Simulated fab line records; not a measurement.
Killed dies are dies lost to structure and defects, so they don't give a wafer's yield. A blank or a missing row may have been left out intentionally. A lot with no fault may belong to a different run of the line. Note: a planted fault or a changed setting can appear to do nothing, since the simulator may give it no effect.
A struck lot beside a sound one | flow nand-harc | 42 steps out of a route of 1302
Sound: these wafers, L822.4, L822.5, L822.6. Struck: wafer L829.1. At the end, the cause is stated.
At each step with rows: each side's tool, then ch and its chambers, then its first start. Under that, the readings that differ: sound wafers | struck wafers | difference of the means | sigmas: that difference in standard deviations of wafers without a fault.
alike: readings whose means differ by less than 2 such deviations, and words and numbers that are the same on both sides. not compared: withheld readings, readings that some wafer has no value for, bounds like >300 that may hide the same value, and numbers for which the record gives no deviation and whose values overlap.
The two part at a step that has a row with sigmas, a row that says differs or no value, or rows on one side only. Non-overlapping numbers with no deviation appear without sigmas and do not part them. A reading missing from all wafers of one side parts the sides only when that side holds two or more wafers.

first, 3 steps without rows for these wafers: NHARC_P_STI_STRIP_19 (strips in SPM, time 900 s); NHARC_P_STI_PRECLEAN_32 (cleans in SC1); NHARC_P_STI_SRD_23.
NHARC_P_STI_OCD_MEAS_43:
  sound: ocd-02 at day 4 15:17; struck: ocd-01 at day 7 11:25
  alike: trench-depth-nm, trench-foot-cd-nm
then, 3 steps without rows for these wafers: NHARC_P_STI_OXIDE_33 (material SiO2, target thk 10 nm, ox time 281 s); NHARC_P_STI_HDPCVD_20 (deposits SiO2); NHARC_P_STI_ANNEAL_34 (time 1800 s).
NHARC_P_STI_CMP_21: polishes, t overpolish 20 s, target thk 380.67 nm.
  sound on cmp-02 ch 1,2,3, day 5 09:41; struck on cmp-02 ch 1, day 8 04:18
  alike: motor-current-A, overpolish-run-s
then, 3 steps without rows for these wafers: NHARC_P_STI_SRD_35; NHARC_P_STI_ETCH_36 (etches SiO2 in dHF, target depth 38.8 nm); NHARC_P_STI_STRIP_24 (strips Si3N4 in H3PO4).
NHARC_P_STI_ETCH_37: etches SiO2 in dHF, target depth 11 nm.
  sound on wet-bench-05 ch 1,3,4, day 5 10:00; struck on wet-bench-06 ch 4, day 8 04:38
then, 3 steps without rows for these wafers: NHARC_P_STI_PRECLEAN_38 (cleans in SC1); NHARC_P_STI_SRD_39; NHARC_P_STI_OXIDE_40 (material SiO2, target thk 10 nm, ox time 1362 s).
NHARC_P_STI_INSPECT_25:
  sound: defect-inspect-02 at day 5 17:24; struck: defect-inspect-01 at day 8 12:53
  reading          | sound       | struck | difference | sigmas
  raw-defect-count | 226 265 357 | 1329   | +1046      | +13
  not compared: hold
then, 11 steps without rows for these wafers: NHARC_P_GATE_PRECLEAN_70 (cleans in SC1); NHARC_P_GATE_SRD_01; NHARC_P_GATE_OXIDE_02 (material SiO2, target thk 37.5 nm, ox time 365 s); NHARC_P_GATE_DEHYDRATE_03 (time 120 s); NHARC_P_GATE_HMDS_04 (time 30 s); NHARC_P_GATE_COAT_05; NHARC_P_GATE_SOFTBAKE_06 (time 95 s); NHARC_P_GATE_EBR_07; NHARC_P_GATE_EXPOSE_08 (exposes mask P HV); NHARC_P_GATE_PEB_09 (peb time 85 s); NHARC_P_GATE_DEVELOP_10 (time 70 s).
NHARC_P_GATE_CD_MEAS_11: the cd target is 1640 nm.
  sound on cd-sem-01 ch 0, day 6 02:05; struck on cd-sem-02 ch 0, day 8 23:52
  alike: cd-nm
then, 1 step without rows for these wafers: NHARC_P_GATE_HARDBAKE_12 (time 80 s).
NHARC_P_GATE_DESCUM_13: chemistry O2, time 3 s.
  sound on rie-diel-05 ch 0,1,3, day 6 02:18; struck on rie-diel-08 ch 3, day 9 08:07
  reading                | sound | struck | difference                   | sigmas
  rf-hours-counter-h (h) | - - - | 10.6   | no value on the sound wafers |
  alike: drypump-motor-current-A, oes-product-au, rf-vpp-V, showerhead-plenum-p-Torr, throttle-valve-pct
then, 6 steps without rows for these wafers: NHARC_P_GATE_ETCH_14 (etches SiO2 in dHF, target depth 48.8 nm); NHARC_P_GATE_STRIP_15 (strips in SPM, time 780 s); NHARC_P_GATE_PRECLEAN_71 (cleans in SC1); NHARC_P_GATE_SRD_72; NHARC_P_GATE_OXIDE_16 (material SiO2, target thk 3 nm, ox time 392 s); NHARC_P_GATE_CVD_17 (deposits poly-Si, target thk 150 nm, time 900 s).
NHARC_P_GATE_HM_DEP_102: deposits aC, target thk 120 nm.
  sound on acl-dep-02 ch 0, day 6 15:43; struck on acl-dep-01 ch 0, day 9 21:05
  alike: throttle-valve-pct
NHARC_P_GATE_DEP_103: deposits SiON, target thk 30 nm.
  sound on pecvd-02 ch 0,1,2, day 6 16:08; struck on pecvd-01 ch 0, day 9 21:47
  alike: heater-power-w, rf-fwd-power-W
then, 2 steps without rows for these wafers: NHARC_P_GATE_DEHYDRATE_18 (time 120 s); NHARC_P_GATE_HMDS_19 (time 30 s).
NHARC_P_GATE_INSPECT_28:
  sound: defect-inspect-02 at day 6 16:52; struck: defect-inspect-02 at day 9 22:37
  reading          | sound | struck | difference | sigmas
  raw-defect-count | 9 3 8 | 1163   | +1156      | +99 or more
  not compared: hold
-- record jumps: 20 days between struck wafers' starts before vs after; left off in module P_GATE, resumes in module END, first step shown is number 1302 of the route --
NHARC_END_SORT_01:
  sound on prober-01 ch 0, day 25 22:41; struck on prober-01 ch 0, day 29 18:57
  reading             | sound    | struck | difference | sigmas
  killed-at-periphery | 2 1 3    | 112    | +110       | +37
  killed-dies         | 57 82 68 | 190    | +121       | +6
  alike: killed-at-array, killed-at-other, killed-open, killed-short

== WHERE THEY PART ==
Earliest at NHARC_P_STI_INSPECT_25; latest, in this record, at NHARC_END_SORT_01.

WHY: whatever the simulator had introduced
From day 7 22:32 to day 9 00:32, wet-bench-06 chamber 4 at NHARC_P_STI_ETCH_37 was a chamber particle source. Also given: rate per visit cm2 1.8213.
